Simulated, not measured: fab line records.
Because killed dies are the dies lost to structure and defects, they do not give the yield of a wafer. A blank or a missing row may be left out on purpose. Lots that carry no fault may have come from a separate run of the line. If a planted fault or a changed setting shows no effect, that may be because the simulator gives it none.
A single fault, viewed from 2 desks | flow n5 finfet | each desk holds nothing but its own numbers, with what lay behind them at the end

## DESK OF THE TOOL OWNER: lpcvd-02
The tool's own readings at N5_DUMMY_GATE_HM_DEP_06 (deposits SiNx from DCS/NH3, target thk 80 nm, time 5141 s): means of the sampled wafers that have a number, for each lot that ran on this tool. A lot is out of limits, marked OUT, if its mean lies more than 4 standard deviations from the usual mean; the brackets give that distance.
Columns: A = spike tc bottom C at N5_DUMMY_GATE_HM_DEP_06, usual 724.9 C; B = spike tc top C at N5_DUMMY_GATE_HM_DEP_06, usual 715.7 C
lot  | first seen here | A     | B
L780 | day 3 00:14     | 724.0 | 717.1
L783 | day 3 19:26     | 724.3 | 715.6
L784 | day 4 01:54     | 724.3 | 714.8
Result from this desk: across the 3 lots, nothing is out of limits.

## FROM THE METROLOGY DESK
Means of the sampled wafers that have a number, per lot and without regard to the tool the lot ran on: this is what the gauges read. A lot is out of limits, marked OUT, if its mean lies more than 4 standard deviations from the usual mean; the brackets give that distance. Only the readings that lie furthest out on some lot appear, 7 of the 10 it has.
Columns: A = DIBL_N at N5_BEOL_M4_RC_MEAS_101, usual 36.8 mV/V; B = DIBL_P at N5_BEOL_M4_RC_MEAS_101, usual 37.0 mV/V; C = IOFF_N at N5_BEOL_M4_RC_MEAS_101, usual 0.18 nA/um; D = SS_N at N5_BEOL_M4_RC_MEAS_101, usual 71.7 mV/dec; E = SS_P at N5_BEOL_M4_RC_MEAS_101, usual 73.5 mV/dec; F = VT_N at N5_BEOL_M4_RC_MEAS_101, usual 248 mV; G = VT_P at N5_BEOL_M4_RC_MEAS_101, usual -249 mV
lot  | first seen here | A    | B    | C    | D    | E    | F   | G
L780 | day 8 09:44     | 38.8 | 38.6 | 0.20 | 71.9 | 74.1 | 246 | -251
L783 | day 9 08:32     | 37.7 | 40.4 | 0.19 | 72.3 | 74.2 | 248 | -254
L784 | day 9 11:44     | 36.4 | 38.0 | 0.16 | 72.2 | 73.0 | 251 | -253
L798 | day 12 20:31    | 38.3 | 38.4 | 0.21 | 72.0 | 73.4 | 246 | -245
Result from this desk: across the 4 lots, nothing is out of limits.

## ALL TOGETHER
Nothing out of limits was seen by the tool owner's desk.
Nothing out of limits was seen by the metrology desk.

## WHAT HAD BEEN PUT IN BY THE SIMULATOR
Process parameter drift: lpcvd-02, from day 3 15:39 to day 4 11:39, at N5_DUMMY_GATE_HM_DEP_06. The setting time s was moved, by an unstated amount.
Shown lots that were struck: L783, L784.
